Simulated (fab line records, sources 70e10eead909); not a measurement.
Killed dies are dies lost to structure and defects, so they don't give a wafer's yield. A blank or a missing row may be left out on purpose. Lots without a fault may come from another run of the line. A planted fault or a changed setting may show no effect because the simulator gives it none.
One fault seen from 2 desks | flow nand_harc | each desk has only its own numbers; what lay behind them comes last

THE METROLOGY DESK
What the gauges read, lot by lot, whatever tool the lot ran on: means of the sampled wafers that have a number. A lot is out of limits, marked OUT, if its mean lies more than 4 standard deviations from the usual mean; the brackets give that distance.
Columns: A = cd_nm at NHARC_P_GATE_CD_MEAS_59, usual 720.6 nm; B = cd_nm at NHARC_P_M0_CD_MEAS_09, usual 89.6 nm
lot  | first seen here | A     | B
L867 | day 6 15:39     | 723.0 | 89.6
L869 | day 7 13:52     | 721.3 | 89.8
L873 | day 9 04:53     | 720.6 | 89.7
L874 | day 10 00:23    | 722.0 | 104.1 (+23) OUT
L875 | day 10 02:47    | 718.3 | 101.5 (+19) OUT
L876 | day 10 16:30    | 718.5 | 89.5
L877 | day 11 02:04    | 719.9 | 100.0 (+17) OUT
L879 | day 11 19:34    | 721.4 | 89.3
L880 | day 12 08:53    | 720.9 | 90.0
L882 | day 13 05:11    | 720.7 | 89.3
L887 | day 14 23:23    | 721.4 | 89.5
This desk's finding: out of limits on L874, L875, L877; first on L874, day 10 10:43 (cd_nm at NHARC_P_M0_CD_MEAS_09). In limits: L867, L869, L873, L876, L879, L880, L882, L887.

THE TOOL OWNER'S DESK: arfi_scanner-02
The tool's own readings at NHARC_P_M0_EXPOSE_06 (exposes mask P M0, target cd 90 nm): means of the sampled wafers that have a number, for each lot that ran on this tool. A lot is out of limits, marked OUT, if its mean lies more than 4 standard deviations from the usual mean; the brackets give that distance.
Columns: A = exposure_dose_mJ_cm2 at NHARC_P_M0_EXPOSE_06, usual 81.9; B = focus_offset_nm at NHARC_P_M0_EXPOSE_06, usual -0.1 nm; C = reticle_temp_C at NHARC_P_M0_EXPOSE_06, usual 23.00 C
lot  | first seen here | A               | B    | C
L869 | day 8 00:42     | 81.2            | 0.6  | 23.07
L873 | day 9 15:14     | 81.2            | 0.6  | 22.97
L874 | day 10 10:34    | 103.2 (+32) OUT | -0.4 | 22.91
L875 | day 10 13:08    | 98.9 (+25) OUT  | 0.1  | 23.25
L877 | day 11 12:43    | 95.2 (+20) OUT  | -0.3 | 23.08
This desk's finding: out of limits on L874, L875, L877; first on L874, day 10 10:34 (exposure_dose_mJ_cm2 at NHARC_P_M0_EXPOSE_06). In limits: L869, L873.

PUT TOGETHER
The tool owner's desk could have raised an alarm at day 10 10:34, on L874, L875, L877.
The metrology desk could have raised an alarm at day 10 10:43, on L874, L875, L877.
Of the lots named, all ran NHARC_P_M0_EXPOSE_06 on arfi_scanner-02.

WHAT THE SIMULATOR HAD PUT IN
Process parameter drift: arfi_scanner-02, from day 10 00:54 on, at NHARC_P_M0_EXPOSE_06. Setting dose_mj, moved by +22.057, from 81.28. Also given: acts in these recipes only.
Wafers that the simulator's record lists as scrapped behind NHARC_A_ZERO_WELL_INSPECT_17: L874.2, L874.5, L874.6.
Lots struck among those shown: L874, L875, L877.
Hours from the fault's start to each desk's first reading out of limits: the tool owner's desk, 10; the metrology desk, 10.
